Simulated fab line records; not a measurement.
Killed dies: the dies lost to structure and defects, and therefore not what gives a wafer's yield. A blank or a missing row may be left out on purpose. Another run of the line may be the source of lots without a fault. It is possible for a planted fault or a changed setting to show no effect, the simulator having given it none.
Split-lot experiment	flow n5-finfet	on a route of 1938 steps: 7 lots, 21 wafers read

== THE SPLIT ==
At N5_HKMG_FIN_ETCH_31 (etches SiARC in CF4, target depth 45.5 nm, time 75.8 s), the setting bias-w was moved away from the recipe's 36 W on 7 of the 21 wafers read, by -16.4% to -6.4%. This setting was run at the recipe's value on the other wafers.

The reading comes from the split's own step.

== THE READING ==
rf-vpp-V, in V, at N5_HKMG_FIN_ETCH_31 (etches SiARC in CF4, target depth 45.5 nm, time 75.8 s). Fault-free wafers of this fab line usually give 184.4 V, standard deviation 1.1 V.

wafer	tool, chamber at the split	bias-w as run, W	against the recipe	rf-vpp-V, V	against lot-mates on the recipe
L074.4	rie-diel-04, 2	36	recipe	184.4	-
L074.5	rie-diel-04, 1	36	recipe	183.4	-
L074.6	rie-diel-04, 0	36	recipe	182.9	-
L075.2	rie-diel-01, 0	30.57	-15.1%	166.6	-17.5
L075.3	rie-diel-01, 2	36	recipe	184.1	-
L075.6	rie-diel-01, 3	36	recipe	184.1	-
L078.2	rie-diel-06, 3	30.1	-16.4%	163.6	-20.8
L078.4	rie-diel-06, 0	36	recipe	184.4	-
L078.6	rie-diel-06, 2	30.1	-16.4%	164.1	-20.3
L080.1	rie-diel-01, 2	33.7	-6.4%	175.4	no lot-mate on the recipe
L080.4	rie-diel-01, 0	33.7	-6.4%	179.5	no lot-mate on the recipe
L080.5	rie-diel-01, 3	33.7	-6.4%	176.7	no lot-mate on the recipe
L084.3	rie-diel-04, 3	36	recipe	184.3	-
L084.4	rie-diel-04, 2	36	recipe	184.4	-
L084.5	rie-diel-04, 3	36	recipe	185.8	-
L088.1	rie-diel-06, 2	36	recipe	185.3	-
L088.3	rie-diel-06, 0	36	recipe	183.4	-
L088.4	rie-diel-06, 3	36	recipe	183.3	-
L096.1	rie-diel-06, 2	36	recipe	186.0	-
L096.2	rie-diel-06, 3	31.08	-13.7%	168.2	-17.4
L096.6	rie-diel-06, 0	36	recipe	185.2	-

FIT RESULTS
A straight line over all 21 wafers: rf-vpp-V changes by +1.21 V for each +1% of bias-w; r = +0.99; the points scatter about the line by 1.1 V.
The same after taking each lot's own level away (the mean of its wafers on the recipe; 18 wafers): +1.24 V for each +1%; r = +1.00; scatter 0.68 V.
That fit puts the effect of the largest move of bias-w on the reading at 20 V.
Across the lots, their own levels run from 183.57 to 185.60 V, a range of 1.8 times the standard deviation given above.
The two slopes are in agreement: the lot-to-lot level therefore moves the slope only a little.
Check: for one of the wafers moved furthest among these (-16.4%), held out of the fit, the line's prediction against its lot-mates is -20 V. Against them it came out at -20.8 V.
Tool readings at the split's step, against how far the setting was moved: etch-rf-on-time-s r = -0.90; rf-vpp-V r = +0.99.

== OTHER SPLITS ON THESE WAFERS ==
Before the reading, these wafers also passed through other splits. Each is held against what the fit with the lots' levels taken away leaves over:
other split on the same wafers	wafers away from the commonest value	r with rf-vpp-V (lot level and that fit taken away)
N5_SDB_COAT_04 time-s	10	+0.41

== THE WHOLE CHAIN: every reading that the file lists as answering this split, in the file's order ==
step	what it does	reading	change (the file's fit)	r (the file's)
N5_HKMG_FIN_ETCH_31	etches SiARC in CF4, target depth 45.5 nm, time 75.8 s	etch-rf-on-time-s	withheld for each +1% of the setting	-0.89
N5_HKMG_FIN_ETCH_31	etches SiARC in CF4, target depth 45.5 nm, time 75.8 s	rf-vpp-V	+1.23 V for each +1% of the setting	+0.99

== FILE'S OWN FIT ==
rf-vpp-V changes by +1.23 V for each +1% of bias-w, r = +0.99.
